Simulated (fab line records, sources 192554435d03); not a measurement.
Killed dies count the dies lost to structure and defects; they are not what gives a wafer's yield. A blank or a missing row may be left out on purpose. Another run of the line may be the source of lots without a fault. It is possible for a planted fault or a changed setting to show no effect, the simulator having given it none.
A single fault, viewed from 2 desks | flow n5-finfet | each desk holds nothing but its own numbers, with what lay behind them at the end

THE METROLOGY DESK
What the gauges read, lot by lot, whatever tool the lot ran on: means of the sampled wafers that have a number. A lot is out of limits, marked OUT, if its mean lies more than 4 standard deviations from the usual mean; the brackets give that distance. Readings shown: 7 of its 11, picked as those furthest out on some lot.
Columns: A = cd-nm at N5_SDB_CD_MEAS_11, usual 50.4 nm; B = IOFF_N at N5_BEOL_M4_RC_MEAS_101, usual 0.16 nA/um; C = IOFF_P at N5_BEOL_M4_RC_MEAS_101, usual 0.21 nA/um; D = ION_N at N5_BEOL_M4_RC_MEAS_101, usual 673 uA/um; E = ION_P at N5_BEOL_M4_RC_MEAS_101, usual 461 uA/um; F = VT_N at N5_BEOL_M4_RC_MEAS_101, usual 250 mV; G = VT_P at N5_BEOL_M4_RC_MEAS_101, usual -250 mV
lot  | first seen here | A    | B    | C    | D   | E   | F   | G
L381 | day 4 11:25     | 50.2 | 0.15 | 0.19 | 671 | 458 | 251 | -252
L382 | day 4 18:26     | 50.6 | 0.19 | 0.23 | 682 | 460 | 247 | -252
L384 | day 5 08:50     | 49.3 | 0.13 | 0.17 | 659 | 451 | 255 | -255
L387 | day 6 03:22     | 49.6 | 0.15 | 0.21 | 671 | 458 | 249 | -250
L388 | day 6 08:02     | 51.0 | 0.14 | 0.17 | 669 | 455 | 253 | -255
L396 | day 8 07:02     | 50.7 | 0.16 | 0.22 | 673 | 463 | 249 | -249
L398 | day 8 16:55     | 51.0 | 0.17 | 0.24 | 671 | 468 | 250 | -247
L401 | day 9 12:19     | 50.2 | 0.18 | 0.22 | 681 | 462 | 246 | -248
L395 | day 9 15:10     | 51.8 | 0.17 | 0.22 | 676 | 465 | 248 | -248
This desk's verdict: no lot among the 9 shows anything out of limits.

TOOL OWNER'S DESK, pecvd-03
The tool's own readings at N5_SDB_HM_DEP_00 (deposits SiNx from SiH4/NH3/N2, target thk 40 nm, time 35.3 s): means of the sampled wafers that have a number, for each lot that ran on this tool. A lot is out of limits, marked OUT, if its mean lies more than 4 standard deviations from the usual mean; the brackets give that distance.
Columns: A = heater-power-w at N5_SDB_HM_DEP_00, usual 828 W; B = rf-fwd-power-W at N5_SDB_HM_DEP_00, usual 297.8 W; C = showerhead-plenum-p-Torr at N5_SDB_HM_DEP_00, usual 5.12 Torr; D = throttle-valve-pct at N5_SDB_HM_DEP_00, usual 39.2 %
lot  | first seen here | A   | B     | C    | D
L382 | day 4 17:59     | 898 | 297.8 | 5.12 | 38.8
L384 | day 5 08:23     | 864 | 297.6 | 5.13 | 38.9
L387 | day 6 02:55     | 893 | 299.0 | 5.13 | 38.8
L388 | day 6 07:33     | 896 | 297.6 | 5.11 | 40.2
L401 | day 9 11:52     | 858 | 297.2 | 5.12 | 38.2
L395 | day 9 14:50     | 848 | 298.0 | 5.12 | 39.0
This desk's verdict: no lot among the 6 shows anything out of limits.

ALL TOGETHER
Metrology desk: nothing out of limits seen.
Nothing out of limits was seen by the tool owner's desk.

WHAT THE SIMULATOR HAD INSERTED
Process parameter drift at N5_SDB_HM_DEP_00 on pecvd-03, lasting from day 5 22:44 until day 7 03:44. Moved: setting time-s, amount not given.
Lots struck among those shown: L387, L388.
